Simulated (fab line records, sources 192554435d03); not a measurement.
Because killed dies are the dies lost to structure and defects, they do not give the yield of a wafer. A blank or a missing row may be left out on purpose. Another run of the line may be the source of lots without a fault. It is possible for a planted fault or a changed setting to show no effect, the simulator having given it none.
Code-filled problem report in 8D (eight disciplines) form    flow n5Finfet    the parts of the form that need people (team, actions taken, sign-off) are left out

== 1. THE PROBLEM ==
Mean of cdNm at N5_BEOL_M0_SAQP_CD_MEAS_25: 16.60 nm across 2 wafers in 2 lots; on wafers with no fault it is 12.82 nm (standard deviation 0.24). That puts it +16 standard deviations away from the usual mean.
The step: target cd 13.1 nm.
Seen first at day 8 19:14 on cdSem-01, wafer L409.6. Wafers with a number at this step in the record: 26, from 10 lots. Rule for "out", or "out of limits": more than 4 standard deviations from the usual mean. All remaining wafers that have a number are taken as sound.

== 2. WHAT IT IS; WHAT IT IS NOT ==
question                     is                is not
which readings at this step  cdNm              -
which lots                   L409, L411        L396, L397, L399, L400, L406, L415, L417, L419
which wafers of those lots   L409.6, L411.6    L409.1, L411.5
read on which gauges         cdSem-01          cdSem-02, cdSem-03
when                         from day 8 19:14  up to then (15 sound wafers); but 9 sound wafers of L411, L415, L417, L419 came after

== 3. SUSPECTS, AND WHAT RULES EACH OUT ==
Counting: any tool at a process step up to the reading remains a suspect provided it ran every lot that is out. Sound lots after the first of them don't rule it out here, since some wafers of a struck lot are sound.
- ruled out: the gauge at N5_BEOL_M0_SAQP_CD_MEAS_25. All the wafers that are out were read on cdSem-01, but those of them that N5_PASSIVATION_PROBE_49 has rows for are out there too, on other tools.
- aldSin-01 at N5_BEOL_M0_SAQP_SPACER1_ALD_98 (deposits SiO2, target thk 12.8 nm, pulse time 1 s, purge time 2 s): kept. Every lot that is out went through it, the first being L409 (day 8 18:34); the last sound lot it ran before that was L400 (day 6 16:37).
- rieSi-02 at N5_BEOL_M0_SAQP_MANDREL1_REMOVE_100 (chemistry HBr/Cl2/O2, target a-Si, stops on SiNx, bt time 10 s): kept. Every lot that is out went through it, the first being L409 (day 8 19:08); the last sound lot it ran before that was L406 (day 8 00:22).
- Within rieSi-02 at N5_BEOL_M0_SAQP_MANDREL1_REMOVE_100: the wafers that are out ran in chambers 2, 3; their sound lot-mates ran in chambers 0, 1.
What counting leaves: aldSin-01 at N5_BEOL_M0_SAQP_SPACER1_ALD_98 and rieSi-02 at N5_BEOL_M0_SAQP_MANDREL1_REMOVE_100.

== 4. THE CAUSE (what the simulator had put in) ==
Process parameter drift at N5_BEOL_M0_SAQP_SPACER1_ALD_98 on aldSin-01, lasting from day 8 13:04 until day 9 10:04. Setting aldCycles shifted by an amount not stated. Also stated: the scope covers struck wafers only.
2 suspects survive the count, and this tool is in that group.

== 5. THE EFFECT CHAIN, in route order ==
Each row: a reading whose mean over the struck wafers that have a number lies more than 3 standard deviations from the usual. Readings are gone through only where the record gives a usual standard deviation; hours: the median, over the lots, of the time from a lot's start at the first step in this table giving one to that lot's start at this step; sigmas: the change measured in usual standard deviations.
hours  step                        reading              usual     on struck wafers  change  sigmas
0      N5_BEOL_M0_SAQP_CD_MEAS_25  cdNm                 12.82 nm  16.60             +3.78   +16
158    N5_PASSIVATION_PROBE_49     defectLimitedYield   91.4 %    0.0               -91.4   -61
158    N5_PASSIVATION_PROBE_49     killed_at_M0_to_M3   36        1118              +1082   +98
158    N5_PASSIVATION_PROBE_49     killedDies           102       1180              +1078   +60
158    N5_PASSIVATION_PROBE_49     killedOnRim          13        152               +139    +40
158    N5_PASSIVATION_PROBE_49     sort_bin_5_function  5.0 %     96.3              +91.3   +94
158    N5_PASSIVATION_PROBE_49     sortNPass            1078      0                 -1078   -57
158    N5_PASSIVATION_PROBE_49     sortYieldPct         91.3 %    0.0               -91.3   -57
Here are the process steps it includes:
- N5_PASSIVATION_PROBE_49

== 6. HOW IT WOULD HAVE BEEN CAUGHT EARLIER ==
In this record the first reading out of limits at a measuring or inspecting step was taken at day 8 19:14, 6 hours after the fault began at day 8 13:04.
Of the tool readings at N5_BEOL_M0_SAQP_SPACER1_ALD_98 for which the record gives a usual standard deviation, none was out on any struck wafer, so an alarm limit of 4 standard deviations on them would not have fired.
Of the lots that are out (2), L411 began N5_BEOL_M0_SAQP_SPACER1_ALD_98 on aldSin-01 after day 8 19:14. It would have been spared by a hold on the tool at that moment.
